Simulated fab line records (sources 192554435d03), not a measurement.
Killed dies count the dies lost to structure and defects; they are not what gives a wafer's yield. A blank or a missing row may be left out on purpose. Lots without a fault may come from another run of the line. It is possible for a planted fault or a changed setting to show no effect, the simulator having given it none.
Matching of chambers ; flow n5_finfet ; N5_BEOL_M7_STRIP_67 on rie_diel-02 has 4 sister chambers
The step strips in CF4. 4 wafers are shown with their chamber, then 7 later ones without.

EACH WAFER AND ITS CHAMBER
wafer;chamber;showerhead_plenum_p_Torr (Torr)
L078.3;0;1.84
L085.2;2;1.69
L088.4;1;1.73
L088.5;3;1.73

WAFERS WHOSE CHAMBER IS MISSING
wafer;showerhead_plenum_p_Torr (Torr)
L088.6;1.69
L089.3;1.73
L089.4;1.73
L089.5;1.73
L095.2;1.73
L095.3;1.73
L095.4;1.83

CHAMBER TAKEN BY EACH
wafer;from the rows above;in truth
L088.6;2;2
L089.3;can't be placed: 1 or 3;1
L089.4;can't be placed: 1 or 3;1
L089.5;can't be placed: 1 or 3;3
L095.2;can't be placed: 1 or 3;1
L095.3;can't be placed: 1 or 3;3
L095.4;0;0
Correct placement for 2 of the 7. Can't be placed from these rows: 5 (the true chamber is among the candidates in 5). Wrongly placed: 0.
How it was worked out, from the rows above alone: a wafer's distance from a chamber is the root of the sum, over the readings, of the square of ((its reading less the chamber's mean) divided by the reading's scatter). The wafer belongs to the nearest chamber; if the next one is less than 2 further off, it can't be placed. For every chamber, the mean is computed from those of its wafers that are shown. The scatter: root of mean squared gap, hidden wafer to nearest shown wafer, with one shown wafer a chamber.
